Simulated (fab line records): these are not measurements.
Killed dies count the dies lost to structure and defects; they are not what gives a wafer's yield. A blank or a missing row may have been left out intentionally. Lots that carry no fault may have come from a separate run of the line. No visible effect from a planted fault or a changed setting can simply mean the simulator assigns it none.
Chamber matching -- flow n5 finfet -- 4 sister chambers for N5_MIM_BOT_ETCH_STRIP_01 on rie diel-06
The step strips in O2. 14 wafers are shown with their chamber, then 7 later ones without.

## EACH WAFER AND ITS CHAMBER
wafer,chamber,drypump motor current A (A),throttle valve pct (%),showerhead plenum p Torr (Torr)
L848.3,1,5.8,16.91,2.02
L848.5,0,5.8,16.84,2.10
L848.6,3,5.4,16.60,2.10
L856.1,1,5.8,16.93,2.01
L856.2,2,6.9,17.22,2.07
L856.5,3,5.4,16.58,2.10
L853.1,1,5.7,16.98,2.01
L853.2,3,5.4,16.58,2.10
L853.5,0,5.7,16.86,2.09
L863.1,1,5.7,16.97,2.01
L863.4,3,5.4,16.60,2.09
L863.5,0,5.8,16.90,2.08
L862.1,2,6.8,17.18,2.06
L862.4,0,5.7,16.91,2.09

SIGNATURES (averages over the wafers above)
reading,chamber 0,chamber 1,chamber 2,chamber 3,scatter within a chamber
drypump motor current A,5.750,5.750,6.850,5.400,0.05
throttle valve pct,16.8775,16.9475,17.2000,16.5900,0.0278
showerhead plenum p Torr,2.0900,2.0125,2.0650,2.0975,0.00632
Rule: a wafer's distance from a chamber is the root of the sum, over the readings, of the square of ((its reading less the chamber's mean) divided by the reading's scatter). If the next closest chamber is less than 2 further off than the closest, the wafer can't be placed; otherwise it belongs to the closest. The scatter: the root of (the sum of the squares of (reading less its chamber's mean) over the shown wafers, divided by (wafers less chambers)).

## WAFERS WITHOUT THEIR CHAMBER
wafer,drypump motor current A (A),throttle valve pct (%),showerhead plenum p Torr (Torr)
L862.6,6.8,17.24,2.06
L866.1,5.8,17.00,2.00
L866.4,5.4,16.61,2.09
L866.6,5.8,16.99,2.00
L867.1,5.8,16.98,2.00
L867.5,5.8,16.94,2.08
L867.6,5.8,16.99,2.00

## CHAMBER TAKEN BY EACH
wafer,from the rows above,in truth
L862.6,2,2
L866.1,1,1
L866.4,3,3
L866.6,1,1
L867.1,1,1
L867.5,0,0
L867.6,1,1
Correct placement for 7 of the 7. Left unplaced by these rows: 0. Number placed wrongly: 0.
